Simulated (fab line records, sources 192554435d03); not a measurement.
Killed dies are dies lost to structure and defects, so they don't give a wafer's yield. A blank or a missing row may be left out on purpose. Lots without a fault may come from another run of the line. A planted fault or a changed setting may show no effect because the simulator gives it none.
Which tool did it? | flow n5_finfet | 6 lots, 18 wafers sampled, at 1 step of a route of 1938

WHAT THE GAUGES READ, wafer by wafer
N5_BEOL_M6_THK_MEAS_01.
lot  | measured     | on            | M6_ILD_THK (nm)
L636 | day 8 23:06  | film_metro-02 | 154.2 152.5 155.1
L637 | day 9 11:20  | film_metro-01 | 152.7 150.6 153.8
L642 | day 11 02:55 | film_metro-02 | 153.5 154.7 154.6
L651 | day 12 08:17 | film_metro-02 | 154.0 154.4 158.0
L653 | day 13 12:17 | film_metro-02 | 153.2 153.3 155.2
L657 | day 14 11:22 | film_metro-02 | 153.7 156.3 156.3

WHICH TOOL RAN EACH LOT (tool, then ch and the chambers of the sampled wafers, then the start)
The record holds no process step before these readings.

THE ANSWER, worked out from the rows above alone
Rule: what is usual is taken from the lots themselves. Put in order of their means at a reading, lots are off if they are a third of the lots or fewer, leave a main group of 4 or more, and stand apart from it by a gap of 3 or more times the standard deviation of the main group's means; of several such gaps the widest counts. A main group whose means are all the same, to the digits that the tables above print for the reading, isn't used. A lot without any number at a reading at which 4 lots or more have one is off too. The other lots that the step has rows for count as sound.
No lot is off at any reading shown: from this, nothing can be told.

WHAT THE SIMULATOR HAD PUT IN
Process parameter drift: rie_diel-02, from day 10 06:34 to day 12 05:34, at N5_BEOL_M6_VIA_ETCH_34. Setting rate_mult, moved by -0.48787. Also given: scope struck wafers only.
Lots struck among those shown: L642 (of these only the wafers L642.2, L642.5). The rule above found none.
